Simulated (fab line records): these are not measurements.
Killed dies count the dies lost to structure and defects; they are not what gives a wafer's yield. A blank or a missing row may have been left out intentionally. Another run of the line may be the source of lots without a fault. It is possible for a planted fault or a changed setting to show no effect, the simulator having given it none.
Problem report, 8D (eight disciplines) form, completed by code    flow n5_finfet    the parts of the form that need people (team, actions taken, sign-off) are left out

== 1. THE ISSUE ==
bias_w at N5_SDB_ETCH_17 reads a mean of 38.18 W on 3 wafers of 2 lots; wafers without a fault read 36.01 W with a standard deviation of 0.12. That puts it +18 standard deviations away from the usual mean.
The step: etches SiARC in CF4, target depth 23.4 nm, time 39 s.
First observed at day 7 15:53: wafer L751.6, on rie_diel-02. The record has a number at this step for 27 wafers belonging to 9 lots. Rule for "out", or "out of limits": more than 4 standard deviations from the usual mean. The other wafers with a number count as sound.

== 2. WHAT IT IS; WHAT IT IS NOT ==
question                     is                      is not
which readings at this step  bias_w, rf_vpp_V        drypump_motor_current_A, etch_rf_on_time_s, oes_product_au, rf_fwd_power_W, showerhead_plenum_p_Torr, throttle_valve_pct
which lots                   L751, L752              L736, L737, L744, L746, L753, L757, L758
which wafers of those lots   L751.6, L752.2, L752.5  L751.1, L751.4, L752.1
read on which tools          rie_diel-02             rie_diel-01, rie_diel-04
when                         from day 7 15:53        up to then (14 sound wafers); but 10 sound wafers of L752, L753, L757, L758 came after

== 3. SUSPECTS, AND WHAT RULES EACH OUT ==
Counting: any tool at a process step up to the reading remains a suspect provided it ran every lot that is out. Sound lots after the first of them don't rule it out here, since some wafers of a struck lot are sound.
- rie_diel-02 at N5_SDB_ETCH_17 (etches SiARC in CF4, target depth 23.4 nm, time 39 s): kept. It processed each lot that is out (first: L751, day 7 15:53); up to then, its last sound lot is L746 (day 6 06:53). Its own readings are out on those wafers: bias_w, rf_vpp_V.
- At N5_SDB_ETCH_17, inside rie_diel-02: chamber 3 took the wafers that are out, while their sound lot-mates went through chambers 1, 2.
After counting, what remains is rie_diel-02 at N5_SDB_ETCH_17.

== 4. THE CAUSE (what the simulator had put in) ==
rie_diel-02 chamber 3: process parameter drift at N5_SDB_ETCH_17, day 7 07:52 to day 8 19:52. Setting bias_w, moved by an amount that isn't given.
Only this tool survived the counting.

== 5. THE EFFECT CHAIN, in route order ==
Each row: a reading whose mean over the struck wafers that have a number lies more than 3 standard deviations from the usual. Only readings whose record carries a usual standard deviation are examined. hours: median over the lots of the time between each lot's start at the first step of this table that gives one and its start at this step. sigmas: the change, counted in usual standard deviations.
hours  step            reading   usual    on struck wafers  change  sigmas
0      N5_SDB_ETCH_17  bias_w    36.01 W  38.18             +2.17   +18
0      N5_SDB_ETCH_17  rf_vpp_V  184.1 V  191.5             +7.4    +6.7
It contains these process steps:
- N5_SDB_ETCH_17: etches SiARC in CF4, target depth 23.4 nm, time 39 s.
Later measuring or inspecting steps at which every struck wafer that the step has a row for has a number for every such reading, and none has moved that far: N5_BEOL_M4_RC_MEAS_101.

== 6. HOW IT WOULD HAVE BEEN CAUGHT EARLIER ==
The fault began at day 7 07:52; the first out-of-limits reading in this record came at day 7 15:53, 8 hours later.
